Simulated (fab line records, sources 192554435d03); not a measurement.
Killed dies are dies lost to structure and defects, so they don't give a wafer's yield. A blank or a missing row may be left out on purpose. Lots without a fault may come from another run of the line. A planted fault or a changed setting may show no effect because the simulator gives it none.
A struck lot beside a sound one | flow n5_finfet | 15 steps out of a route of 1938
Sound: wafers L662.4, L662.5. Struck: wafer L674.3. (L674.4, L674.6 of the same lot were not struck and are left out.) The cause comes at the end.
At each step with rows: each side's tool, then ch and its chambers, then its first start. Under that, the readings that differ: sound wafers | struck wafers | difference of the means | sigmas: that difference in standard deviations of wafers without a fault.
alike: readings whose means differ by less than 2 such deviations, and words and numbers that are the same on both sides. not compared: withheld readings, readings that some wafer has no value for, bounds like >300 that may hide the same value, and numbers for which the record gives no deviation and whose values overlap.
The two part at a step that has a row with sigmas, a row that says differs or no value, or rows on one side only. Numbers that don't overlap but have no deviation are shown without sigmas and don't part them. A reading that every wafer of one side lacks parts them only if that side has two wafers or more.

N5_MOL_CONTACT_COAG_STRIP_98: strips in N2/H2.
  sound on rie_diel-04 ch 2,3, day 5 12:25; struck on rie_diel-06 ch 3, day 8 09:59
  alike: bias_power_w, drypump_motor_current_A, oes_product_au, rf_vpp_V, showerhead_plenum_p_Torr, throttle_valve_pct
  not compared: rf_hours_counter_h
N5_MOL_CONTACT_COAG_CD_MEAS_99: target cd 17.2 nm.
  sound on cd_sem-03, day 5 12:30; struck on cd_sem-02, day 8 10:03
  alike: cd_nm
then, 2 steps without rows for these wafers: N5_MOL_CONTACT_COAG_IMPLANT_129; N5_MOL_CONTACT_COAG_PRECLEAN_111 (cleans in NF3:NH3, afs cycles 1, time 20 s, sublimation time 60 s).
N5_MOL_CONTACT_COAG_TI_SIL_19: material Ti, target thk 4.2 nm, time 15 s.
  sound on pvd_sputter-02, day 5 15:04; struck on pvd_sputter-03, day 8 11:34
  reading                | sound     | struck | difference | sigmas
  throttle_valve_pct (%) | 30.7 30.9 | 29.2   | -1.6       | -2
then, 2 steps without rows for these wafers: N5_MOL_CONTACT_COAG_ALD_20 (deposits TiN, target thk 1.5 nm, pulse time 1 s, purge time 3 s); N5_MOL_CONTACT_COAG_SIL_ANNEAL_21 (time 60 s).
N5_MOL_CONTACT_COAG_PRE_CLEAN_141: time 60 s.
  sound on pvd_sputter-02, day 5 16:34; struck on pvd_sputter-03, day 8 14:28
  alike: heater_power_w
N5_MOL_CONTACT_COAG_SPUTTER_143: material Co, target thk 2.5 nm.
  sound on pvd_sputter-02, day 5 16:37; struck on pvd_sputter-03, day 8 14:32
  alike: throttle_valve_pct
then, 1 step without rows for these wafers: N5_MOL_CONTACT_COAG_CO_FILL_22 (material Co, precursor CCTBA/H2, target thk 20 nm).
N5_MOL_CONTACT_COAG_ANNEAL_113: time 300 s.
  sound on rtp_anneal-01 ch 0, day 5 17:48; struck on rtp_anneal-01 ch 0, day 8 15:35
  reading          | sound       | struck | difference | sigmas
  wafer_temp_C_max | 402.3 402.0 | 401.1  | -1.0       | -3
  alike: lamp_power_pct, lamp_zone_1_pct
then, 1 step without rows for these wafers: N5_MOL_CONTACT_COAG_PRE_CLEAN_142 (time 60 s).
N5_MOL_CONTACT_COAG_SPUTTER_130: material Co, target thk 47.5 nm.
  sound on pvd_sputter-03, day 5 20:09; struck on pvd_sputter-02, day 8 18:12
  reading                                              | sound     | struck | difference | sigmas
  model.Co_of_MOL_CONTACT_COAG_SPUTTER_130.thk_nm (nm) | 47.6 47.6 | 19     | -29        |
  alike: throttle_valve_pct
then, 1 step without rows for these wafers: N5_MOL_CONTACT_COAG_PRECLEAN_125 (cleans in DIW, time 57.5 s).
-- the record jumps here: 3 days lie between the struck wafers' starts before and after (it left off in module MOL_CONTACT_COAG and takes up again in module BEOL_M4, whose first step shown is number 1111 of the route) --
N5_BEOL_M4_RC_MEAS_101:
  sound on prober-01 ch 0, day 8 13:37; struck on prober-01 ch 0, day 11 08:31
  reading       | sound     | struck | difference | sigmas
  ION_N (uA/um) | 664 656   | 694    | +34        | +2
  ION_P (uA/um) | 450 448   | 472    | +23        | +2
  VT_P (mV)     | -253 -256 | -245   | +10        | +3
  alike: DIBL_N, DIBL_P, IOFF_N, IOFF_P, SS_N, SS_P, VT_N

WHERE THEY PART
First at N5_MOL_CONTACT_COAG_TI_SIL_19; last, within this record, at N5_BEOL_M4_RC_MEAS_101.

WHY: what the simulator had put in
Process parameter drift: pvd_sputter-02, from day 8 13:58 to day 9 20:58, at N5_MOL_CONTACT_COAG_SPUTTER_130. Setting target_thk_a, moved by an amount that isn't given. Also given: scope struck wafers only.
